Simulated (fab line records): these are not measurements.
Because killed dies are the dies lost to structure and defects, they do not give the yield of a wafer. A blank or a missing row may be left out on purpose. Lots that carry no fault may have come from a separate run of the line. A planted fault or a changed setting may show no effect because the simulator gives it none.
fab line records	flow n5_finfet	part 1 of 2: steps 1 to 3 of 6
[record] lots = 24	wafers = 72	last_day = 19
route steps=1938 shown BEOL_M9@1423 BEOL_M10@1483
lots that met no fault: taken from a fault-free run of the same line
start_h: the number of hours between the record's first day and the start of the first shown wafer of the lot	wait_h: hours from the lot's prior step to this one	" unchanged from the row above	L1.1+2: a row that stands for several wafers	- either no value or no given start	* or withheld: withheld	< > ~ a bound
route shown NAME@n: a module of which the file shows steps, and the number in the route of the first	usual: average and standard deviation across the fault-free wafers	same: alike in all rows	chamber/n: place in a boat	sites: per-site readings	_std_site: the standard deviation of these	_edge_site: the outer-site mean with the inner-site mean subtracted	radius_mm: for every site, how far away it sits from the centre of the wafer	mask NAME#n: copy n	behind: tool/chamber where the wafer was last shaped	hold: why the lot was held/for how many hours/how that ended	device: which transistor (n, p or np) failed to switch	end of line: the tests these same wafers got at the end of their route	step lacking rows: just its recipe	killed: dies that structure and defects cost at the first sort, which is not the same as the wafer's yield	map: per-die view of a wafer (x killed, . not killed, _ where there is no die)
set.NAME: the setting that was run; set.NAME@STEP: the one run at that earlier step	model.NAME: the simulator's own value behind a step, which no gauge read
route steps across a sampled set of lots; one table per step, one row per wafer
services: a tool's chamber out of use, with start hour (start_h, from the record's first day; less than 0 if before it), hours out, and reason
[[steps]]
[step N5_BEOL_M9_STRIP_19]
[recipe] chemistry = O2	power_w = 400	temp_c = 40	pressure_mtorr = 30	rf_frequency_hz = 6e+07	bias_power_w = 0	overash_fraction = 0.2	o2_flow_sccm = 225
[usual] drypump_motor_current_A = 5.6/0.43	o2_flow_sccm = 225.0/0.73	oes_product_au = 0.78/0.081	rf_vpp_V = 3.6/0.53	showerhead_plenum_p_Torr = 2.08/0.056	throttle_valve_pct = 16.66/0.22
lot.wafer	tool	chamber	start_h	wait_h	drypump_motor_current_A	o2_flow_sccm	oes_product_au	rf_hours_counter_h	rf_vpp_V	showerhead_plenum_p_Torr	throttle_valve_pct
L075.1	rie_diel-06	0	232.54	0.1	5.2	225.4	0.79	123	3.3	2.02	16.87
L075.2	"	3	"	"	5.6	224.3	0.70	196	3.7	2.18	16.92
L075.6	"	1	"	"	6.6	226.3	0.67	-	3.6	2.07	16.78
L074.2	rie_diel-06	0	234.58	0.1	5.2	226.1	0.79	123	3.6	2.02	16.91
L074.3	"	2	"	"	5.6	224.5	0.73	189	3.8	2.17	16.65
L074.5	"	3	"	"	5.6	225.2	0.70	-	4.1	2.18	16.92
L076.1	rie_diel-05	1	244.28	0.1	5.6	224.0	0.70	228	3.3	2.15	16.66
L076.3	"	0	"	"	5.3	225.0	0.82	97	3.4	2.03	16.38
L076.6	"	1	"	"	5.6	224.0	0.69	-	3.5	2.15	16.66
L080.2	rie_diel-02	3	252.32	0.2	5.6	224.7	0.89	19	3.4	2.04	16.36
L080.5	"	3	"	"	5.6	224.5	0.89	-	4.3	2.04	16.35
L080.6	"	2	"	"	6.0	225.6	0.73	-	3.0	2.10	16.75
L078.1	rie_diel-05	1	255.52	0.1	5.6	224.6	0.69	230	4.0	2.15	16.65
L078.3	"	3	"	"	5.1	224.8	0.94	4	4.3	2.06	16.57
L078.5	"	1	"	"	5.6	224.6	0.70	-	3.9	2.15	16.64
L077.1	rie_diel-02	2	255.86	0.2	6.1	223.7	0.73	181	4.5	2.10	16.76
L077.4	"	1	"	"	5.6	225.3	0.81	70	3.7	2.03	16.68
L077.5	"	1	"	"	5.6	225.2	0.82	-	3.0	2.03	16.67
L079.1	rie_diel-06	0	267.96	0.1	5.2	225.4	0.78	132	3.8	2.02	16.88
L079.4	"	3	"	"	5.6	225.3	0.70	205	3.1	2.17	16.93
L079.6	"	1	"	"	6.6	226.1	0.66	-	4.0	2.06	16.84
L081.1	rie_diel-05	0	282.50	0.1	5.2	223.9	0.82	108	2.9	2.03	16.38
L081.3	"	1	"	"	5.6	226.1	0.69	238	4.3	2.15	16.67
L081.6	"	0	"	"	5.2	226.5	0.82	-	3.0	2.03	16.38
L082.2	rie_diel-05	1	282.70	0.1	5.6	225.0	0.68	238	4.1	2.15	16.67
L082.4	"	2	"	"	6.2	224.8	0.80	84	3.7	2.13	16.42
L082.5	"	2	"	"	6.2	224.6	0.81	-	4.8	2.13	16.43
L084.1	rie_diel-02	0	298.62	0.1	5.1	224.4	0.67	217	3.4	2.16	17.05
L084.5	"	1	"	"	5.6	225.7	0.80	-	3.2	2.02	16.68
L084.6	"	2	"	"	6.0	224.7	0.72	-	3.1	2.09	16.77
L083.1	rie_diel-02	3	298.93	0.2	5.6	224.7	0.86	33	3.5	2.03	16.39
L083.4	"	2	"	"	6.0	226.4	0.71	194	3.9	2.09	16.79
L083.5	"	3	"	"	5.7	225.3	0.87	-	3.3	2.03	16.38
L086.1	rie_diel-05	2	322.66	0.2	6.1	226.3	0.80	95	3.0	2.12	16.43
L086.2	"	0	"	"	5.2	225.0	0.81	119	3.8	2.02	16.40
L086.4	"	1	"	"	5.7	225.4	0.68	-	3.2	2.14	16.69
L085.1	rie_diel-06	3	323.63	0.1	5.6	224.9	0.69	225	4.1	2.17	16.98
L085.4	"	1	"	"	6.5	225.1	0.95	5	3.7	2.06	16.40
L085.5	"	3	"	"	5.6	224.5	0.68	-	3.4	2.17	16.95
L088.2	rie_diel-02	0	326.26	0.1	5.1	226.2	0.68	226	3.8	2.16	17.05
L088.3	"	3	"	"	5.6	224.4	0.86	41	4.0	2.03	16.40
L088.5	"	2	"	"	6.0	224.5	0.71	-	4.1	2.09	16.79
L087.1	rie_diel-05	0	336.45	0.2	5.3	224.0	0.80	124	3.6	2.02	16.43
L087.5	"	3	"	"	5.1	224.4	0.89	-	4.3	2.05	16.59
L087.6	"	0	"	"	5.2	223.4	0.79	-	4.1	2.02	16.42
L089.1	rie_diel-02	0	337.16	0.1	5.1	224.9	0.67	229	3.5	2.16	17.06
L089.3	"	1	"	"	5.6	225.1	0.79	93	3.1	2.02	16.73
L089.4	"	2	"	"	6.1	226.0	0.71	206	2.6	2.09	16.81
L093.2	rie_diel-05	0	337.59	0.1	5.2	225.9	0.80	125	3.8	2.02	16.42
L093.3	"	2	"	"	6.2	225.4	0.78	100	4.0	2.12	16.45
L093.5	"	2	"	"	6.2	225.6	0.79	-	3.7	2.12	16.44
L091.1	rie_diel-02	2	346.58	0.3	6.0	225.2	0.71	208	3.8	2.09	16.81
L091.2	"	0	"	"	5.1	222.9	0.67	232	3.4	2.15	17.06
L091.4	"	3	"	"	5.6	224.8	0.83	47	4.5	2.03	16.41
L090.4	rie_diel-02	1	347.65	0.1	5.6	224.7	0.78	96	5.6	2.02	16.72
L090.5	"	0	"	"	5.1	226.2	0.66	-	3.5	2.15	17.08
L090.6	"	3	"	"	5.6	226.0	0.85	-	3.6	2.03	16.42
L095.1	rie_diel-05	3	356.76	0.2	5.1	225.5	0.88	31	2.9	2.05	16.61
L095.3	"	1	"	"	5.6	225.0	0.99	1	3.2	2.14	16.27
L095.5	"	3	"	"	5.1	224.8	0.89	-	4.3	2.05	16.62
L094.1	rie_diel-02	2	357.39	0.1	6.0	225.1	0.72	211	3.1	2.09	16.80
L094.2	"	0	"	"	5.1	225.2	0.67	235	3.3	2.15	17.09
L094.3	"	3	"	"	5.6	224.0	0.85	50	2.6	2.03	16.42
L092.4	rie_diel-06	0	357.90	0.1	5.1	225.0	0.75	163	3.4	2.01	16.95
L092.5	"	0	"	"	5.2	225.2	0.76	-	3.7	2.01	16.94
L092.6	"	1	"	"	6.5	223.6	0.92	-	3.5	2.06	16.39
L096.1	rie_diel-05	2	384.42	0.1	6.2	225.0	0.77	117	3.4	2.12	16.48
L096.5	"	3	"	"	5.1	225.2	0.87	-	4.6	2.05	16.64
L096.6	"	2	"	"	6.2	225.3	0.78	-	3.4	2.12	16.48
L097.1	rie_diel-06	0	403.38	0.2	5.2	225.5	0.74	175	3.3	2.00	16.96
L097.3	"	3	"	"	5.6	225.9	0.67	249	4.0	2.16	17.00
L097.5	"	2	"	"	5.6	226.1	0.69	-	4.2	2.15	16.79
[step N5_BEOL_M9_CD_MEAS_18]
[recipe] pitch_nm = 140	target_cd_nm = 70
[usual] cd_nm = 70.3/0.6
lot.wafer	tool	chamber	start_h	wait_h	cd_nm
L075.1	cd_sem-01	-	232.61	0.0	70.7
L075.2	"	-	"	"	71.1
L075.6	"	-	"	"	71.6
L074.2	cd_sem-02	-	234.66	0.1	70.9
L074.3	"	-	"	"	70.1
L074.5	"	-	"	"	70.5
L076.1	cd_sem-03	-	244.35	0.0	70.4
L076.3	"	-	"	"	71.0
L076.6	"	-	"	"	70.6
L080.2	cd_sem-01	-	252.39	0.1	69.7
L080.5	"	-	"	"	69.1
L080.6	"	-	"	"	69.7
L078.1	cd_sem-01	-	255.59	0.1	69.6
L078.3	"	-	"	"	70.0
L078.5	"	-	"	"	69.4
L077.1	cd_sem-01	-	255.93	0.0	70.9
L077.4	"	-	"	"	70.3
L077.5	"	-	"	"	70.1
L079.1	cd_sem-02	-	268.03	0.0	71.2
L079.4	"	-	"	"	69.8
L079.6	"	-	"	"	69.8
L081.1	cd_sem-01	-	282.57	0.0	69.6
L081.3	"	-	"	"	69.9
L081.6	"	-	"	"	70.1
L082.2	cd_sem-02	-	282.77	0.1	71.0
L082.4	"	-	"	"	69.5
L082.5	"	-	"	"	70.7
L084.1	cd_sem-02	-	298.69	0.0	70.2
L084.5	"	-	"	"	70.0
L084.6	"	-	"	"	69.9
L083.1	cd_sem-02	-	299.00	0.0	70.8
L083.4	"	-	"	"	70.1
L083.5	"	-	"	"	71.1
L086.1	cd_sem-01	-	322.73	0.0	70.2
L086.2	"	-	"	"	71.0
L086.4	"	-	"	"	70.5
L085.1	cd_sem-01	-	323.70	0.0	69.4
L085.4	"	-	"	"	70.4
L085.5	"	-	"	"	70.2
L088.2	cd_sem-01	-	326.33	0.1	70.5
L088.3	"	-	"	"	70.4
L088.5	"	-	"	"	69.8
L087.1	cd_sem-03	-	336.51	0.0	71.4
L087.5	"	-	"	"	72.0
L087.6	"	-	"	"	71.3
L089.1	cd_sem-03	-	337.23	0.0	71.3
L089.3	"	-	"	"	70.7
L089.4	"	-	"	"	70.7
L093.2	cd_sem-02	-	337.66	0.1	70.4
L093.3	"	-	"	"	69.7
L093.5	"	-	"	"	70.8
L091.1	cd_sem-03	-	346.65	0.0	70.5
L091.2	"	-	"	"	69.9
L091.4	"	-	"	"	70.4
L090.4	cd_sem-01	-	347.73	0.1	70.1
L090.5	"	-	"	"	70.9
L090.6	"	-	"	"	69.9
L095.1	cd_sem-03	-	356.83	0.0	70.6
L095.3	"	-	"	"	69.6
L095.5	"	-	"	"	71.0
L094.1	cd_sem-02	-	357.47	0.1	69.7
L094.2	"	-	"	"	70.2
L094.3	"	-	"	"	70.7
L092.4	cd_sem-03	-	357.98	0.1	68.9
L092.5	"	-	"	"	69.7
L092.6	"	-	"	"	69.4
L096.1	cd_sem-01	-	384.49	0.0	70.2
L096.5	"	-	"	"	69.6
L096.6	"	-	"	"	70.6
L097.1	cd_sem-02	-	403.45	0.0	71.3
L097.3	"	-	"	"	70.4
L097.5	"	-	"	"	70.7
[step N5_BEOL_M9_DESCUM_33]
[recipe] chemistry = O2	time_s = 7	source_power_w = 50	bias_power_w = 20	pressure_mtorr = 20	rf_frequency_hz = 2.712e+07	temp_c = 40	resist = CAR-EUV	o2_flow_sccm = 225
[usual] drypump_motor_current_A = 5.6/0.41	o2_flow_sccm = 225.1/0.65	oes_product_au = 0.78/0.083	rf_vpp_V = 243.0/1.1	showerhead_plenum_p_Torr = 2.08/0.055	throttle_valve_pct = 20.39/0.21
lot.wafer	tool	chamber	start_h	wait_h	drypump_motor_current_A	o2_flow_sccm	oes_product_au	rf_hours_counter_h	rf_vpp_V	showerhead_plenum_p_Torr	throttle_valve_pct
L075.1	rie_diel-02	3	233.10	0.1	5.6	224.7	0.91	12	242.9	2.04	20.11
L075.2	"	2	"	"	6.1	224.9	0.74	173	243.6	2.10	20.46
L075.6	"	3	"	"	5.6	224.4	0.92	-	244.0	2.03	20.11
L074.2	rie_diel-02	2	235.70	0.0	6.0	224.9	0.74	174	242.3	2.10	20.46
L074.3	"	3	"	"	5.6	225.3	0.92	13	243.2	2.03	20.11
L074.5	"	2	"	"	6.1	225.0	0.74	-	244.7	2.10	20.46
L076.1	rie_diel-02	1	245.48	0.0	5.6	224.5	0.82	66	243.0	2.02	20.41
L076.3	"	0	"	"	5.1	225.3	0.69	204	245.0	2.16	20.75
L076.6	"	1	"	"	5.6	225.3	0.81	-	243.3	2.02	20.41
L080.2	rie_diel-05	3	253.69	0.0	5.1	225.6	0.95	4	241.4	2.06	20.40
L080.5	"	2	"	"	6.2	224.9	0.81	-	242.7	2.13	20.20
L080.6	"	1	"	"	5.6	224.8	0.68	-	244.6	2.14	20.32
L078.1	rie_diel-05	3	256.04	0.0	5.1	225.3	0.95	5	242.3	2.06	20.40
L078.3	"	0	"	"	5.2	226.1	0.82	100	242.7	2.03	20.10
L078.5	"	0	"	"	5.2	224.2	0.82	-	243.1	2.02	20.10
L077.1	rie_diel-02	1	258.09	0.1	5.6	224.3	0.81	70	243.1	2.02	20.40
L077.4	"	3	"	"	5.6	224.2	0.89	21	243.4	2.03	20.11
L077.5	"	2	"	"	6.0	224.4	0.73	-	243.3	2.09	20.49
L079.1	rie_diel-06	3	270.04	0.0	5.7	224.5	0.70	205	244.4	2.17	20.65
L079.4	"	2	"	"	5.7	225.4	0.74	199	244.1	2.16	20.45
L079.6	"	2	"	"	5.6	224.9	0.73	-	244.9	2.16	20.44
L081.1	rie_diel-02	0	284.64	0.1	5.1	224.3	0.68	213	244.1	2.16	20.77
L081.3	"	2	"	"	6.0	224.8	0.72	189	243.7	2.09	20.49
L081.6	"	0	"	"	5.1	226.0	0.68	-	244.1	2.16	20.77
L082.2	rie_diel-05	0	284.72	0.0	5.3	224.9	0.81	109	239.4	2.02	20.11
L082.4	"	2	"	"	6.2	225.1	0.81	84	242.7	2.12	20.19
L082.5	"	2	"	"	6.2	227.0	0.81	-	243.1	2.12	20.19
L083.1	rie_diel-05	3	301.11	0.1	5.1	225.0	0.90	17	242.3	2.05	20.44
L083.4	"	0	"	"	5.3	225.4	0.80	113	242.2	2.02	20.12
L083.5	"	0	"	"	5.2	225.7	0.80	-	241.7	2.02	20.11
L084.1	rie_diel-05	2	301.60	0.6	6.2	224.7	0.81	88	243.0	2.12	20.20
L084.5	"	1	"	"	5.6	225.2	0.68	-	244.3	2.14	20.34
L084.6	"	0	"	"	5.2	225.0	0.81	-	241.5	2.02	20.13
L086.1	rie_diel-05	1	323.49	0.0	5.6	224.2	0.67	249	245.0	2.14	20.36
L086.2	"	0	"	"	5.3	225.2	0.80	120	241.7	2.02	20.15
L086.4	"	1	"	"	5.6	225.2	0.68	-	243.5	2.14	20.35
L085.1	rie_diel-05	0	324.12	0.0	5.2	225.7	0.80	120	242.2	2.02	20.12
L085.4	"	1	"	"	5.6	224.9	0.68	-	243.9	2.14	20.35
L085.5	"	0	"	"	5.2	226.7	0.81	-	241.1	2.02	20.13
L088.2	rie_diel-02	2	328.93	0.0	6.0	226.1	0.72	202	242.9	2.09	20.51
L088.3	"	3	"	"	5.6	224.7	0.86	41	241.8	2.02	20.15
L088.5	"	3	"	"	5.6	224.9	0.86	-	243.2	2.03	20.15
L087.1	rie_diel-05	3	338.44	0.0	5.1	225.2	0.89	25	242.1	2.05	20.44
L087.5	"	2	"	"	6.2	225.6	0.79	-	243.7	2.12	20.22
L087.6	"	3	"	"	5.1	224.6	0.89	-	243.5	2.05	20.44
L089.1	rie_diel-06	1	338.49	0.0	6.5	225.4	0.94	9	240.9	2.06	20.21
L089.3	"	0	"	"	5.2	225.9	0.76	156	241.6	2.00	20.68
L089.4	"	2	"	"	5.6	224.1	0.70	223	245.0	2.15	20.49
L093.2	rie_diel-02	3	338.81	0.3	5.6	224.3	0.84	45	242.4	2.02	20.17
L093.3	"	1	"	"	5.6	226.0	0.79	93	241.7	2.01	20.46
L093.5	"	2	"	"	6.0	224.9	0.71	-	242.5	2.08	20.52
L091.1	rie_diel-06	3	347.33	0.3	5.6	226.1	0.68	232	243.9	2.16	20.70
L091.2	"	2	"	"	5.6	225.4	0.71	225	243.4	2.15	20.49
L091.4	"	1	"	"	6.6	227.1	0.92	12	244.0	2.06	20.23
L090.4	rie_diel-02	3	350.29	0.0	5.7	225.0	0.84	49	242.4	2.02	20.18
L090.5	"	3	"	"	5.6	225.2	0.84	-	241.3	2.02	20.18
L090.6	"	2	"	"	6.1	225.4	0.71	-	243.1	2.08	20.52
L094.1	rie_diel-06	3	359.27	0.0	5.6	225.3	0.67	236	244.3	2.16	20.72
L094.2	"	2	"	"	5.6	225.4	0.69	229	244.1	2.15	20.48
L094.3	"	1	"	"	6.6	226.5	0.90	13	242.9	2.06	20.23
L092.4	rie_diel-05	0	359.96	0.6	5.2	224.8	0.79	133	242.0	2.01	20.16
L092.5	"	2	"	"	6.2	225.5	0.79	-	243.4	2.11	20.22
L092.6	"	3	"	"	5.1	225.4	0.88	-	242.2	2.05	20.45
L095.1	rie_diel-02	2	360.08	0.5	6.0	225.1	0.72	212	243.3	2.08	20.51
L095.3	"	3	"	"	5.6	224.0	0.84	51	241.2	2.02	20.17
L095.5	"	3	"	"	5.6	225.5	0.84	-	242.3	2.02	20.18
L096.1	rie_diel-06	1	385.59	0.0	6.6	225.7	0.90	20	241.5	2.05	20.24
L096.5	"	3	"	"	5.6	224.9	0.66	-	244.5	2.16	20.73
L096.6	"	0	"	"	5.2	224.8	0.74	-	243.0	2.00	20.71
L097.1	rie_diel-02	0	408.64	0.0	5.1	224.3	0.66	248	245.3	2.14	20.81
L097.3	"	2	"	"	6.0	225.5	0.71	226	242.7	2.08	20.55
L097.5	"	0	"	"	5.1	224.5	0.66	-	243.9	2.14	20.84
